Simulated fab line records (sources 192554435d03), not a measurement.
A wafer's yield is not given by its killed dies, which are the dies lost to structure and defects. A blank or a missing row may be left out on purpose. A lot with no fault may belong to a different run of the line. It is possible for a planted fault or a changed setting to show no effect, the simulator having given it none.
What tool caused it? || flow n5-finfet || route of 1938 steps, sampled at 1 step: 11 lots, 33 wafers

WHAT EACH GAUGE READ, for each wafer
N5_BEOL_M15_OVL_MEAS_11.
{"lot": "L886", "measured": "day 11 23:44", "on": "overlay-02", "V14_OVL (nm)": "9 13 8"}
{"lot": "L885", "measured": "day 12 01:14", "on": "overlay-02", "V14_OVL (nm)": "9 6 8"}
{"lot": "L888", "measured": "day 12 18:10", "on": "overlay-02", "V14_OVL (nm)": "1 0 -2"}
{"lot": "L891", "measured": "day 13 04:39", "on": "overlay-01", "V14_OVL (nm)": "-4 0 4"}
{"lot": "L890", "measured": "day 13 17:55", "on": "overlay-01", "V14_OVL (nm)": "0 -4 -7"}
{"lot": "L892", "measured": "day 13 20:20", "on": "overlay-01", "V14_OVL (nm)": "-3 3 4"}
{"lot": "L894", "measured": "day 14 00:10", "on": "overlay-02", "V14_OVL (nm)": "6 0 10"}
{"lot": "L893", "measured": "day 14 04:09", "on": "overlay-01", "V14_OVL (nm)": "-1 -3 -2"}
{"lot": "L900", "measured": "day 15 13:14", "on": "overlay-02", "V14_OVL (nm)": "-1 11 1"}
{"lot": "L903", "measured": "day 16 10:44", "on": "overlay-02", "V14_OVL (nm)": "-1 1 2"}
{"lot": "L907", "measured": "day 17 06:57", "on": "overlay-02", "V14_OVL (nm)": "-8 -2 0"}

WHICH TOOL RAN EACH LOT (tool, then ch and the chambers of the sampled wafers, then the start)
Record: no process step prior to these readings.

THE ANSWER, worked out from the rows above alone
Rule: usual is defined by the lots themselves. Put in order of their means at a reading, lots are off if they are a third of the lots or fewer, leave a main group of 4 or more, and stand apart from it by a gap of 3 or more times the standard deviation of the main group's means; of several such gaps the widest counts. A main group whose means are all the same, to the digits that the tables above print for the reading, isn't used. A lot without any number at a reading at which 4 lots or more have one is off too. Any other lot the step has rows for is counted as sound.
Nothing can be told from this: no lot is off at any reading shown.

WHAT THE SIMULATOR HAD PUT IN
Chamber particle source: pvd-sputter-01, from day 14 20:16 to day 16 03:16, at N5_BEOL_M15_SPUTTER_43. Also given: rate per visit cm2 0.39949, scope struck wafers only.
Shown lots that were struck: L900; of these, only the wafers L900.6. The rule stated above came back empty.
